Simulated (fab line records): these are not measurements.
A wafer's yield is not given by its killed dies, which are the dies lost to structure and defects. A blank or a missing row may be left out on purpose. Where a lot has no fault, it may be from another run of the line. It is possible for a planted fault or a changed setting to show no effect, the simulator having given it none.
Which tool did it? :: flow nand-harc :: 36 wafers from 12 lots sampled at 2 of the route's 1302 steps

WHAT THE GAUGES READ, wafer by wafer
NHARC_A_WL_FILL_INSPECT_15.
lot: L076
measured: day 21 10:22
on: defect-inspect-01
raw-defect-count: 411 399 363

lot: L077
measured: day 22 16:04
on: defect-inspect-01
raw-defect-count: 493 600 398

lot: L078
measured: day 23 01:01
on: defect-inspect-01
raw-defect-count: 454 410 482

lot: L081
measured: day 24 02:13
on: defect-inspect-02
raw-defect-count: 656 792 579

lot: L084
measured: day 25 04:14
on: defect-inspect-02
raw-defect-count: 779 328 346

lot: L085
measured: day 25 08:19
on: defect-inspect-01
raw-defect-count: 534 605 570

lot: L087
measured: day 26 12:17
on: defect-inspect-01
raw-defect-count: 649 446 679

lot: L088
measured: day 27 07:15
on: defect-inspect-01
raw-defect-count: 320 347 374

lot: L091
measured: day 27 20:42
on: defect-inspect-02
raw-defect-count: 420 385 414

lot: L093
measured: day 28 19:39
on: defect-inspect-01
raw-defect-count: 593 382 431

lot: L096
measured: day 30 04:08
on: defect-inspect-01
raw-defect-count: 426 504 476

lot: L097
measured: day 31 00:50
on: defect-inspect-02
raw-defect-count: 517 492 540

WHAT TOOL EACH LOT RAN ON (gives the tool, then ch and the chambers of the sampled wafers, and finally the start)
lot: L076
NHARC_A_WL_FILL_ETCHBACK_17: rie-metal-02 ch 0,1, day 21 04:08

lot: L077
NHARC_A_WL_FILL_ETCHBACK_17: rie-metal-02 ch 0,1, day 22 09:49

lot: L078
NHARC_A_WL_FILL_ETCHBACK_17: rie-metal-02 ch 0,1, day 22 18:41

lot: L081
NHARC_A_WL_FILL_ETCHBACK_17: rie-metal-01 ch 1, day 23 19:39

lot: L084
NHARC_A_WL_FILL_ETCHBACK_17: rie-metal-02 ch 0,1, day 24 21:43

lot: L085
NHARC_A_WL_FILL_ETCHBACK_17: rie-metal-02 ch 0, day 25 01:56

lot: L087
NHARC_A_WL_FILL_ETCHBACK_17: rie-metal-01 ch 0,1, day 26 05:58

lot: L088
NHARC_A_WL_FILL_ETCHBACK_17: rie-metal-03 ch 0,1, day 27 00:59

lot: L091
NHARC_A_WL_FILL_ETCHBACK_17: rie-metal-03 ch 1, day 27 14:12

lot: L093
NHARC_A_WL_FILL_ETCHBACK_17: rie-metal-03 ch 0,1, day 28 13:22

lot: L096
NHARC_A_WL_FILL_ETCHBACK_17: rie-metal-02 ch 0,1, day 29 21:41

lot: L097
NHARC_A_WL_FILL_ETCHBACK_17: rie-metal-03 ch 0,1, day 30 18:36
- NHARC_A_WL_FILL_ETCHBACK_17: etches the open film in Cl2/BCl3, target depth 4 nm, time 26.7 s.

THE ANSWER, worked out from the rows above alone
Rule: usual is defined by the lots themselves. Put in order of their means at a reading, lots are off if they are a third of the lots or fewer, leave a main group of 4 or more, and stand apart from it by a gap of 3 or more times the standard deviation of the main group's means; of several such gaps the widest counts. A main group is skipped when, at the precision printed for the reading in the tables above, its means are all equal. A lot without any number at a reading at which 4 lots or more have one is off too. All remaining lots with rows at the step are treated as sound.
None of the lots is off at any reading shown; this tells nothing.

WHAT HAD BEEN PUT IN BY THE SIMULATOR
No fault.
